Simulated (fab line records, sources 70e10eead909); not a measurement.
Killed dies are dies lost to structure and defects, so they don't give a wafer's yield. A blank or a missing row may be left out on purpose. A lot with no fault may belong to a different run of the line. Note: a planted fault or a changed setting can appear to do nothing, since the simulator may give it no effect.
fab line records	flow nandHarc
record: lots: 6	wafers: 18	lastDay: 33
route steps=1302 shown P_CONTACT@237 END@1302
lots with no fault: from the same line, run without faults
startH: hours from the record's first day to the start of the lot's first wafer shown	waitH: hours since the lot's step before	" identical to the entry in the row above	L1.1+2: a single row standing in for several wafers	- no value present, or no start provided	* or withheld: withheld	< > ~ a bound
route shown NAME@n: a module of which the file shows steps, and the number in the route of the first	usual: the fault-free wafers' mean and standard deviation	same: alike in all rows	chamber/n: place in a boat	sites: readings site by site	_std_site: standard deviation of those values	_edge_site: outer sites' mean less inner sites'	radiusMm: how far each site lies from the wafer's centre	mask NAME#n: copy n	behind: the tool/chamber that last shaped the wafer	hold: reason for holding the lot/hours on hold/outcome of the hold	device: names the non-switching transistor (n, p or np)	end of line: the tests these same wafers got at the end of their route	a step with no rows: only its recipe	killed: dies that structure and defects cost at the first sort, which is not the same as the wafer's yield	map: the dies of a wafer, with x for killed, . for not killed, _ for no die there
set.NAME: the run value of the setting; set.NAME@STEP: its run value at that earlier step	model.NAME: the simulator's own value behind a step, which no gauge read
certain route steps with their lots: each step a table, each wafer a row
services: from which hour (startH, from the record's first day; less than 0 if before it) a tool's chamber was out of use, for how many hours, and why
== steps ==
step: NHARC_P_CONTACT_ETCH_36
recipe: targetDepthA: 2600	overEtchFrac: 0.25	timeS: 406.25	ionEnergyEv: 200	n2FlowSccm: 150	h2FlowSccm: 150	arFlowSccm: 0	rfW: 400	biasW: 150	chemistry: N2/H2
step: NHARC_P_CONTACT_ETCH_18
recipe: targetDepthA: 4810	timeS: 240.5	c4f8FlowSccm: 20	o2FlowSccm: 10	arFlowSccm: withheld	rfW: 600	biasW: 1500	chemistry: C4F8/O2/Ar
step: NHARC_P_CONTACT_STRIP_37
recipe: c4f8FlowSccm: withheld	o2FlowSccm: 8	arFlowSccm: withheld	biasW: 0	chemistry: C4F8/O2/Ar
step: NHARC_P_CONTACT_ETCH_31
recipe: targetDepthA: 300	timeS: 85.7	ionEnergyEv: 120	overEtchFrac: 1	ch3fFlowSccm: 50	o2FlowSccm: 30	arFlowSccm: 200	rfW: 500	biasW: 100	chemistry: CH3F/O2
usual: drypumpMotorCurrentA: 5.7/0.36	mfcArSccm: 199.9/0.58	oesProductAu: 0.985/0.011	rfVppV: 244.0/1.5	showerheadPlenumPTorr: 2.43/0.098	throttleValvePct: 20.663/0.0091
lot.wafer	tool	chamber	startH	waitH	drypumpMotorCurrentA	mfcArSccm	oesProductAu	rfHoursCounterH	rfVppV	showerheadPlenumPTorr	throttleValvePct
L689.1	rieDiel-13	0	-	-	5.6	199.3	0.996	0.5	245.3	2.59	20.669
L689.6	"	0	"	"	5.6	199.8	0.998	-	245.0	2.59	20.666
L689.4	"	2	"	"	6.2	198.9	0.980	-	243.1	2.37	20.671
L691.4	rieDiel-04	2	-	-	5.2	199.9	0.990	1.0	244.3	2.52	20.659
L691.1	"	3	"	"	6.1	200.1	1.002	0.7	241.5	2.32	20.666
L691.6	"	3	"	"	6.1	199.6	1.007	-	242.9	2.32	20.662
L697.1	rieDiel-13	3	-	-	6.1	200.7	0.979	2.0	244.2	2.36	20.663
L697.3	"	1	"	"	5.1	200.5	0.987	2.8	243.4	2.36	20.669
L697.6	"	2	"	"	6.1	200.6	0.982	-	243.6	2.37	20.639
L699.2	rieDiel-13	1	-	-	5.0	200.8	0.991	3.4	242.3	2.36	20.668
L699.4	"	3	"	"	6.1	199.5	0.985	2.5	242.1	2.36	20.669
L699.6	"	1	"	"	5.1	200.5	0.984	-	242.6	2.36	20.648
L700.4	rieDiel-04	0	-	-	5.7	200.4	0.968	2.6	243.8	2.49	20.666
L700.3	"	3	"	"	6.1	199.5	0.974	3.0	242.2	2.32	20.662
L700.6	"	0	"	"	5.7	199.7	0.961	-	245.2	2.49	20.651
L705.6	rieDiel-04	0	-	-	5.7	200.0	1.001	-	244.8	2.49	20.663
L705.4	"	2	"	"	5.2	198.8	0.995	-	244.8	2.52	20.663
L705.5	"	3	"	"	6.1	199.7	0.998	-	242.5	2.32	20.671
step: NHARC_P_CONTACT_CD_MEAS_19
usual: cdNm: 90.0/2
lot.wafer	tool	chamber	startH	waitH	cdNm
L689.1	cdSem-01	-	186.09	-	87.9
L689.4	"	-	"	"	88.7
L689.6	"	-	"	"	89.7
L691.1	cdSem-02	-	205.01	-	89.3
L691.4	"	-	"	"	92.8
L691.6	"	-	"	"	88.8
L697.1	cdSem-02	-	271.50	-	88.9
L697.3	"	-	"	"	86.8
L697.6	"	-	"	"	86.9
L699.2	cdSem-02	-	285.15	-	84.7
L699.4	"	-	"	"	87.9
L699.6	"	-	"	"	85.9
L700.3	cdSem-02	-	299.36	-	93.4
L700.4	"	-	"	"	89.5
L700.6	"	-	"	"	92.6
L705.4	cdSem-02	-	345.63	-	89.2
L705.5	"	-	"	"	89.8
L705.6	"	-	"	"	92.0
step: NHARC_P_CONTACT_STRIP_28
recipe: o2FlowSccm: 500	arFlowSccm: 0	biasW: 0	chemistry: O2
usual: drypumpMotorCurrentA: 5.8/0.32	mfcArSccm: 0.006/0.01	oesProductAu: 1.006/0.009	rfVppV: 57.7/0.9	showerheadPlenumPTorr: 3.50/0.14	throttleValvePct: 17.037/0.0089
lot.wafer	tool	chamber	startH	waitH	drypumpMotorCurrentA	mfcArSccm	oesProductAu	rfHoursCounterH	rfVppV	showerheadPlenumPTorr	throttleValvePct
L689.1	rieDiel-08	0	186.20	0.1	5.9	0.000	1.009	8.6	58.0	3.73	17.036
L689.4	"	1	"	"	5.5	0	1.004	8.3	58.5	3.35	17.034
L689.6	"	2	"	"	5.9	0	1.020	-	56.9	3.44	17.031
L691.1	rieDiel-08	0	205.12	0.1	5.9	0.000	0.996	0.1	59.4	3.73	17.028
L691.4	"	1	"	"	5.5	0	1.009	0.2	55.9	3.35	17.037
L691.6	"	3	"	"	6.1	0	1.003	-	60.6	3.62	17.038
L697.3	rieDiel-04	0	271.57	0.1	5.7	0.024	1.006	1.9	58.1	3.57	17.030
L697.1	"	2	"	"	5.2	0	1.016	3.0	59.1	3.61	17.040
L697.6	"	0	"	"	5.7	0.024	1.002	-	58.2	3.57	17.037
L699.4	rieDiel-04	0	285.24	0.1	5.7	0.024	0.990	2.3	56.8	3.57	17.028
L699.2	"	2	"	"	5.2	0	1.001	3.3	57.7	3.61	17.028
L699.6	"	0	"	"	5.7	0.024	0.990	-	56.4	3.57	17.048
L700.3	rieDiel-13	3	299.43	0.1	6.1	0	0.999	2.7	57.3	3.40	17.028
L700.4	"	2	"	"	6.2	0.014	0.999	3.9	57.4	3.41	17.028
L700.6	"	0	"	"	5.6	0	1.010	-	59.6	3.71	17.040
L705.4	rieDiel-08	1	345.69	0.1	5.5	0	1.007	8.4	58.7	3.35	17.043
L705.5	"	1	"	"	5.4	0	0.998	-	57.4	3.35	17.046
L705.6	"	2	"	"	5.9	0	0.991	-	58.2	3.43	17.045
step: NHARC_P_CONTACT_STRIP_29
recipe: timeS: 1200	tempC: 72.5	chemistry: postEtchResidueRemover
step: NHARC_P_CONTACT_DEGAS_38
recipe: tempC: 300	timeS: 60
usual: heaterPowerW: 471/50
lot.wafer	tool	chamber	startH	waitH	heaterPowerW
L689.4	pvdSputter-01	-	186.82	-	431
L689.1	"	-	"	"	434
L689.6	"	-	"	"	478
L691.1	pvdSputter-02	-	205.74	-	357
L691.4	"	-	"	"	442
L691.6	"	-	"	"	421
L697.1	pvdSputter-03	-	272.25	-	512
L697.3	"	-	"	"	535
L697.6	"	-	"	"	541
L699.2	pvdSputter-01	-	285.86	-	457
L699.4	"	-	"	"	510
L699.6	"	-	"	"	448
L700.3	pvdSputter-01	-	300.07	-	441
L700.4	"	-	"	"	439
L700.6	"	-	"	"	488
L705.4	pvdSputter-03	-	346.34	-	512
L705.6	"	-	"	"	514
L705.5	"	-	"	"	530
step: NHARC_P_CONTACT_PRE_CLEAN_39
recipe: timeS: 19.5	biasV: 250	gas: Ar
step: NHARC_P_CONTACT_PVD_32
recipe: targetThkA: 50	chamberPressurePa: 5	powerW: 5000	substrateTempC: 200	timeS: 17.7	material: Ti
usual: substrateTempC: 199.99/0.17	throttleValvePct: 30.1/1.3
lot.wafer	tool	chamber	startH	waitH	substrateTempC	throttleValvePct
L689.1	pvdSputter-01	-	-	-	199.72	31.1
L689.4	"	-	"	"	199.92	30.3
L689.6	"	-	"	"	199.98	29.6
L691.1	pvdSputter-02	-	-	-	200.19	29.7
L691.4	"	-	"	"	200.01	30.1
L691.6	"	-	"	"	200.01	27.0
L697.3	pvdSputter-03	-	-	-	200.10	31.4
L697.1	"	-	"	"	200.09	27.4
L697.6	"	-	"	"	199.77	30.9
L699.4	pvdSputter-01	-	-	-	199.81	31.1
L699.2	"	-	"	"	199.58	30.2
L699.6	"	-	"	"	200.14	30.7
L700.3	pvdSputter-01	-	-	-	199.82	31.1
L700.4	"	-	"	"	199.86	30.9
L700.6	"	-	"	"	199.75	30.4
L705.4	pvdSputter-03	-	-	-	199.74	27.4
L705.5	"	-	"	"	199.90	27.5
L705.6	"	-	"	"	200.15	31.1
step: NHARC_P_CONTACT_ALD_22
recipe: targetThkA: 30	pulseTimeS: 1	aldCycles: 150	tempC: 450	material: TiN
step: NHARC_P_CONTACT_CVD_23
recipe: targetThkA: 2000	tempC: 300	pressureTorr: 40	wf6FlowSccm: 40	h2FlowSccm: 1600	arFlowSccm: 1560	timeS: 557	material: W
usual: heaterPowerW: 525/56	mfcArSccm: 1561/4.9	throttleValvePct: 7.83/0.3
lot.wafer	tool	chamber	startH	waitH	heaterPowerW	mfcArSccm	throttleValvePct
L689.1	cvdW-02	0	-	-	441	1564	7.55
L689.4	"	0	"	"	459	1570	7.83
L689.6	"	1	"	"	480	1559	7.95
L691.1	cvdW-01	0	-	-	592	1561	7.23
L691.4	"	1	"	"	550	1565	8.12
L691.6	"	0	"	"	605	1557	7.40
L697.1	cvdW-01	1	-	-	552	1563	8.00
L697.3	"	1	"	"	544	1562	8.21
L697.6	"	1	"	"	540	1568	7.92
L699.2	cvdW-02	0	-	-	453	1560	8.22
L699.4	"	1	"	"	468	1557	8.05
L699.6	"	1	"	"	465	1556	7.93
L700.3	cvdW-01	1	-	-	533	1560	8.10
L700.4	"	0	"	"	611	1560	7.53
L700.6	"	1	"	"	553	1558	7.98
L705.4	cvdW-01	1	-	-	543	1563	8.27
L705.6	"	0	"	"	571	1563	7.44
L705.5	"	1	"	"	555	1568	8.18
step: NHARC_P_CONTACT_CMP_24
recipe: tOverpolishS: 30	targetThkNm: 200
usual: edgeZonePressureFrac: 0.999/0.0042	motorCurrentA: 12.0/1.1	overpolishRunS: 30.000/0.01	timeToEndpointS: 40.3/2.7
lot.wafer	tool	chamber	startH	waitH	edgeZonePressureFrac	motorCurrentA	overpolishRunS	timeToEndpointS
L689.1	cmp-03	3	187.92	0.5	0.999	11.5	29.999	37.5
L689.4	"	1	"	"	0.999	13.2	30.017	39.4
L689.6	"	2	"	"	0.998	12.0	29.999	39.1
L691.1	cmp-04	1	206.87	0.6	1.001	10.4	30.019	44.2
L691.4	"	2	"	"	1.004	13.3	30.011	41.6
L691.6	"	0	"	"	0.996	10.4	29.997	39.6
L697.3	cmp-02	1	273.35	0.3	1.009	12.2	30.002	45.9
L697.1	"	2	"	"	0.999	12.7	29.994	44.4
L697.6	"	1	"	"	1.001	11.0	30.008	47.1
L699.4	cmp-04	0	286.97	0.4	-	-	-	-
L699.2	"	1	"	"	-	-	-	-
L699.6	"	0	"	"	-	-	-	-
L700.3	cmp-04	2	301.16	0.4	-	-	-	-
L700.4	"	1	"	"	-	-	-	-
L700.6	"	2	"	"	-	-	-	-
L705.4	cmp-02	3	347.50	0.4	1.003	13.6	29.988	40.8
L705.5	"	0	"	"	1.000	12.4	30.003	43.6
L705.6	"	1	"	"	0.998	11.1	29.998	43.8
step: NHARC_P_CONTACT_SRD_26
step: NHARC_P_CONTACT_INSPECT_27
usual: rawDefectCount: 244/100
lot.wafer	tool	chamber	startH	waitH	rawDefectCount
L689.1	defectInspect-01	-	188.30	0.1	354
L689.4	"	-	"	"	500
L689.6	"	-	"	"	422
L691.1	defectInspect-02	-	207.22	0.1	157
L691.4	"	-	"	"	294
L691.6	"	-	"	"	138
L697.1	defectInspect-02	-	273.75	0.1	175
L697.3	"	-	"	"	272
L697.6	"	-	"	"	354
L699.2	defectInspect-01	-	287.35	0.1	2352
L699.4	"	-	"	"	2296
L699.6	"	-	"	"	2377
L700.3	defectInspect-02	-	301.56	0.1	2496
L700.4	"	-	"	"	2368
L700.6	"	-	"	"	2607
L705.4	defectInspect-02	-	347.83	0.1	418
L705.5	"	-	"	"	497
L705.6	"	-	"	"	310
step: NHARC_END_SORT_01
recipe: tempC: 25
usual: killedAtArray: 57/18	killedAtOther: 0.9/1.3	killedAtPeriphery: 3.5/2.2	killedDies: 62/18	killedOpen: 3.0/1.7	killedShort: 2.3/1.5
same: grossDies: 677
lot.wafer	tool	chamber	startH	waitH	killedAtArray	killedAtOther	killedAtPeriphery	killedDies	killedOpen	killedShort
L689.1	prober-01	0	643.76	2.5	44	3	10	57	2	2
L689.4	prober-01	0	646.17	3.4	52	1	7	60	4	2
L689.6	prober-01	0	647.77	4.0	49	0	8	57	2	2
L691.1	prober-01	0	651.55	2.5	87	1	6	94	4	3
L691.4	prober-01	0	653.95	3.4	62	1	4	67	4	1
L691.6	prober-01	0	655.56	4.0	88	1	4	93	2	1
L697.1	prober-02	0	706.46	2.5	62	0	3	65	1	5
L697.3	prober-02	0	708.09	3.1	67	1	6	74	4	3
L697.6	prober-02	0	710.54	4.1	58	1	4	63	5	5
L699.2	prober-01	0	707.18	2.7	60	0	617	677	1	4
L699.4	prober-01	0	708.77	3.4	68	0	609	677	4	2
L699.6	prober-01	0	710.35	4.0	79	0	598	677	3	4
L700.3	prober-01	0	734.67	3.1	68	1	608	677	3	2
L700.4	prober-01	0	735.47	3.4	50	1	626	677	1	2
L700.6	prober-01	0	737.06	4.0	47	0	630	677	2	2
killed by level:class
L689.1 A_CHANNEL_HOLE_D2:chamberFilmFlake=29 P_BONDPAD:chamberFilmFlake=4 A_CONTACT:chamberFilmFlake=4 A_CHANNEL_HOLE_D1:chamberFilmFlake=3 A_STAIRCASE:chamberFilmFlake=3 P_CONTACT:chamberFilmFlake=2 A_CHANNEL_FILL_D1:chamberFilmFlake=2 THIN_TSV:chamberFilmFlake=2
L689.4 A_CHANNEL_HOLE_D2:chamberFilmFlake=33 A_CHANNEL_HOLE_D1:chamberFilmFlake=7 P_BONDPAD:chamberFilmFlake=5 A_CHANNEL_FILL_D2:geometricParticle:open=2 P_STI:chamberFilmFlake=2 A_CONTACT:chamberFilmFlake=2 A_ONON_D2:geometricParticle:short=1 A_CHANNEL_HOLE_D2:geometricParticle:open=1
L689.6 A_CHANNEL_HOLE_D2:chamberFilmFlake=33 A_CONTACT:chamberFilmFlake=5 P_GATE:chamberFilmFlake=3 P_CONTACT:chamberFilmFlake=3 A_WL_FILL:chamberFilmFlake=3 A_CHANNEL_HOLE_D1:chamberFilmFlake=2 A_CHANNEL_FILL_D1:chamberFilmFlake=2 A_STAIRCASE:chamberFilmFlake=2
L691.1 A_CHANNEL_HOLE_D2:chamberFilmFlake=28 A_SLIT:chamberFilmFlake=28 A_CHANNEL_HOLE_D1:chamberFilmFlake=18 A_CONTACT:chamberFilmFlake=7 P_M0:geometricParticle:open=2 P_CONTACT:chamberFilmFlake=2 P_GATE:geometricParticle:short=1 A_CHANNEL_FILL_D1:geometricParticle:open=1
L691.4 A_CHANNEL_HOLE_D2:chamberFilmFlake=20 A_CHANNEL_HOLE_D1:chamberFilmFlake=17 A_SLIT:chamberFilmFlake=13 A_CONTACT:chamberFilmFlake=4 P_ZERO_WELL:chamberFilmFlake=3 A_SGD_CUT:geometricParticle:open=1 A_SGD_CUT:geometricParticle:short=1 A_WL_FILL:geometricParticle:open=1
L691.6 A_SLIT:chamberFilmFlake=36 A_CHANNEL_HOLE_D1:chamberFilmFlake=22 A_CHANNEL_HOLE_D2:chamberFilmFlake=21 A_CONTACT:chamberFilmFlake=4 A_ONON_D2:geometricParticle:open=2 P_STI:chamberFilmFlake=2 P_CONTACT:chamberFilmFlake=2 A_SGD_CUT:geometricParticle:short=1
L697.1 A_SLIT:chamberFilmFlake=24 A_CHANNEL_HOLE_D2:chamberFilmFlake=13 A_CHANNEL_HOLE_D1:chamberFilmFlake=9 A_STAIRCASE:chamberFilmFlake=6 A_ONON_D2:geometricParticle:short=2 A_BLC:chamberFilmFlake=2 A_SGD_CUT:chamberFilmFlake=2 P_CONTACT:geometricParticle:short=1
L699.2 P_CONTACT:areaCmp=615 A_CHANNEL_HOLE_D1:chamberFilmFlake=27 A_CHANNEL_HOLE_D2:chamberFilmFlake=11 A_CONTACT:chamberFilmFlake=10 A_WL_FILL:geometricParticle:short=2 A_SLIT:chamberFilmFlake=2 A_DECK1_JOINT:chamberFilmFlake=2 A_STAIRCASE:chamberFilmFlake=2
L697.3 A_SLIT:chamberFilmFlake=25 A_CHANNEL_HOLE_D2:chamberFilmFlake=21 A_STAIRCASE:chamberFilmFlake=5 P_GATE:chamberFilmFlake=4 A_CHANNEL_FILL_D2:chamberFilmFlake=4 A_DECK1_JOINT:chamberFilmFlake=3 A_CHANNEL_HOLE_D1:chamberFilmFlake=2 P_M0:geometricParticle:open=1
L699.4 P_CONTACT:areaCmp=608 A_CHANNEL_HOLE_D1:chamberFilmFlake=30 A_CHANNEL_HOLE_D2:chamberFilmFlake=20 A_CONTACT:chamberFilmFlake=6 A_CHANNEL_FILL_D2:geometricParticle:short=2 A_SGD_CUT:geometricParticle:open=2 A_DECK1_JOINT:chamberFilmFlake=2 A_STAIRCASE:chamberFilmFlake=2
L699.6 P_CONTACT:areaCmp=597 A_CHANNEL_HOLE_D1:chamberFilmFlake=30 A_CHANNEL_HOLE_D2:chamberFilmFlake=29 A_CONTACT:chamberFilmFlake=5 A_STAIRCASE:chamberFilmFlake=3 A_BLC:chamberFilmFlake=3 A_CONTACT:geometricParticle:open=2 A_SOURCE_PLATE:geometricParticle:open=1
L697.6 A_SLIT:chamberFilmFlake=24 A_CHANNEL_HOLE_D2:chamberFilmFlake=9 A_CHANNEL_HOLE_D1:chamberFilmFlake=6 A_DECK1_JOINT:chamberFilmFlake=3 A_BLC:chamberFilmFlake=3 A_ONON_D1:geometricParticle:short=2 A_STAIRCASE:chamberFilmFlake=2 P_CONTACT:geometricParticle:short=1
L700.3 P_CONTACT:areaCmp=602 A_CHANNEL_HOLE_D2:chamberFilmFlake=33 A_CHANNEL_HOLE_D1:chamberFilmFlake=14 A_CONTACT:chamberFilmFlake=7 A_SLIT:chamberFilmFlake=5 P_GATE:chamberFilmFlake=3 A_STAIRCASE:chamberFilmFlake=3 A_WL_FILL:chamberFilmFlake=2
L700.4 P_CONTACT:areaCmp=622 A_CHANNEL_HOLE_D2:chamberFilmFlake=25 A_CHANNEL_HOLE_D1:chamberFilmFlake=6 A_CONTACT:chamberFilmFlake=6 A_STAIRCASE:chamberFilmFlake=5 A_WL_FILL:chamberFilmFlake=3 A_SLIT:chamberFilmFlake=3 P_GATE:chamberFilmFlake=2
L700.6 P_CONTACT:areaCmp=625 A_CHANNEL_HOLE_D2:chamberFilmFlake=20 A_CHANNEL_HOLE_D1:chamberFilmFlake=7 A_SLIT:chamberFilmFlake=5 A_CONTACT:chamberFilmFlake=4 P_GATE:chamberFilmFlake=3 A_WL_FILL:chamberFilmFlake=3 P_STI:chamberFilmFlake=2
map L699.2 (x killed, . not)
____________x____________
_________xxxxxxx_________
_______xxxxxxxxxxx_______
______xxxxxxxxxxxxx______
_____xxxxxxxxxxxxxxx_____
____xxxxxxxxxxxxxxxxx____
____xxxxxxxxxxxxxxxxx____
___xxxxxxxxxxxxxxxxxxx___
___xxxxxxxxxxxxxxxxxxx___
__xxxxxxxxxxxxxxxxxxxxx__
__xxxxxxxxxxxxxxxxxxxxx__
_xxxxxxxxxxxxxxxxxxxxxxx_
_xxxxxxxxxxxxxxxxxxxxxxx_
_xxxxxxxxxxxxxxxxxxxxxxx_
_xxxxxxxxxxxxxxxxxxxxxxx_
_xxxxxxxxxxxxxxxxxxxxxxx_
xxxxxxxxxxxxxxxxxxxxxxxxx
xxxxxxxxxxxxxxxxxxxxxxxxx
xxxxxxxxxxxxxxxxxxxxxxxxx
xxxxxxxxxxxxxxxxxxxxxxxxx
xxxxxxxxxxxxxxxxxxxxxxxxx
_xxxxxxxxxxxxxxxxxxxxxxx_
_xxxxxxxxxxxxxxxxxxxxxxx_
_xxxxxxxxxxxxxxxxxxxxxxx_
_xxxxxxxxxxxxxxxxxxxxxxx_
_xxxxxxxxxxxxxxxxxxxxxxx_
__xxxxxxxxxxxxxxxxxxxxx__
__xxxxxxxxxxxxxxxxxxxxx__
___xxxxxxxxxxxxxxxxxxx___
___xxxxxxxxxxxxxxxxxxx___
____xxxxxxxxxxxxxxxxx____
____xxxxxxxxxxxxxxxxx____
_____xxxxxxxxxxxxxxx_____
______xxxxxxxxxxxxx______
_______xxxxxxxxxxx_______
_________xxxxxxx_________
____________x____________
map L700.3 (x killed, . not)
____________x____________
_________xxxxxxx_________
_______xxxxxxxxxxx_______
______xxxxxxxxxxxxx______
_____xxxxxxxxxxxxxxx_____
____xxxxxxxxxxxxxxxxx____
____xxxxxxxxxxxxxxxxx____
___xxxxxxxxxxxxxxxxxxx___
___xxxxxxxxxxxxxxxxxxx___
__xxxxxxxxxxxxxxxxxxxxx__
__xxxxxxxxxxxxxxxxxxxxx__
_xxxxxxxxxxxxxxxxxxxxxxx_
_xxxxxxxxxxxxxxxxxxxxxxx_
_xxxxxxxxxxxxxxxxxxxxxxx_
_xxxxxxxxxxxxxxxxxxxxxxx_
_xxxxxxxxxxxxxxxxxxxxxxx_
xxxxxxxxxxxxxxxxxxxxxxxxx
xxxxxxxxxxxxxxxxxxxxxxxxx
xxxxxxxxxxxxxxxxxxxxxxxxx
xxxxxxxxxxxxxxxxxxxxxxxxx
xxxxxxxxxxxxxxxxxxxxxxxxx
_xxxxxxxxxxxxxxxxxxxxxxx_
_xxxxxxxxxxxxxxxxxxxxxxx_
_xxxxxxxxxxxxxxxxxxxxxxx_
_xxxxxxxxxxxxxxxxxxxxxxx_
_xxxxxxxxxxxxxxxxxxxxxxx_
__xxxxxxxxxxxxxxxxxxxxx__
__xxxxxxxxxxxxxxxxxxxxx__
___xxxxxxxxxxxxxxxxxxx___
___xxxxxxxxxxxxxxxxxxx___
____xxxxxxxxxxxxxxxxx____
____xxxxxxxxxxxxxxxxx____
_____xxxxxxxxxxxxxxx_____
______xxxxxxxxxxxxx______
_______xxxxxxxxxxx_______
_________xxxxxxx_________
____________x____________
== services ==
tool	chamber	startH	hours	kind
rieDiel-13	-	165.00	9.0	pm
pvdSputter-03	-	170.00	10.0	pm
rieDiel-04	-	177.90	9.0	pm
rieDiel-13	3	183.32	19.9	repair
cvdW-01	-	185.16	13.0	pm
cmp-04	-	185.29	1.1	repair
pvdSputter-03	-	185.94	14.7	repair
rieDiel-08	-	190.80	9.0	pm
cmp-04	-	209.14	4.0	pm
pvdSputter-01	-	226.00	10.0	pm
rieDiel-08	2	240.38	14.4	repair
cmp-04	-	240.77	11.6	repair
pvdSputter-01	-	242.89	1.2	repair
rieDiel-04	0	247.55	6.7	repair
rieDiel-08	0	248.12	31.5	repair
rieDiel-13	3	250.94	1.7	repair
rieDiel-04	3	258.78	2.0	repair
rieDiel-04	3	268.35	9.8	repair
rieDiel-08	-	271.13	0.5	repair
rieDiel-08	0	288.45	7.4	repair
cmp-04	-	307.14	4.0	pm
rieDiel-04	1	328.15	17.7	repair
rieDiel-13	-	342.00	9.0	pm
pvdSputter-01	-	345.25	0.8	repair
== key ==
firstSign: step: NHARC_P_CONTACT_CMP_24	reading: toolRecord	direction: missing
effect: step: NHARC_P_CONTACT_INSPECT_27	reading: rawDefectCount	direction: up	sigmas: 22	usual: 244	struck: 2416
effect: step: NHARC_END_SORT_01	reading: killedAtPeriphery	direction: up	sigmas: 99+	usual: 3.5	struck: 614.7
moreKillsBornAt: NHARC_P_CONTACT_CMP_24@cmp-04: 3668
metAt NHARC_P_CONTACT_CMP_24
struckWafers L699.2,L699.4,L699.6,L700.3,L700.4,L700.6
laterRowsLeftOut L699.2,L699.4,L699.6,L700.3,L700.4,L700.6
testerLeftOut L699,L700
onsetBetween 206.87 286.97
fault: kind: skippedStepWhole	tool: cmp-04	chamber: -	onsetH: 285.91	steps: NHARC_P_CONTACT_CMP_24	scope: struckLotsOnly
testerLeftOut: of these lots the tester's yield and bins aren't shown, on N5 and GAA mostly nor the transistor test; their killed dies are dies lost to structure and defects alone, not to doping, threshold or leakage, so they don't give the yield
laterRowsLeftOut: the simulator's readings of these wafers behind a module that went badly wrong aren't trusted and aren't shown, but for the sort
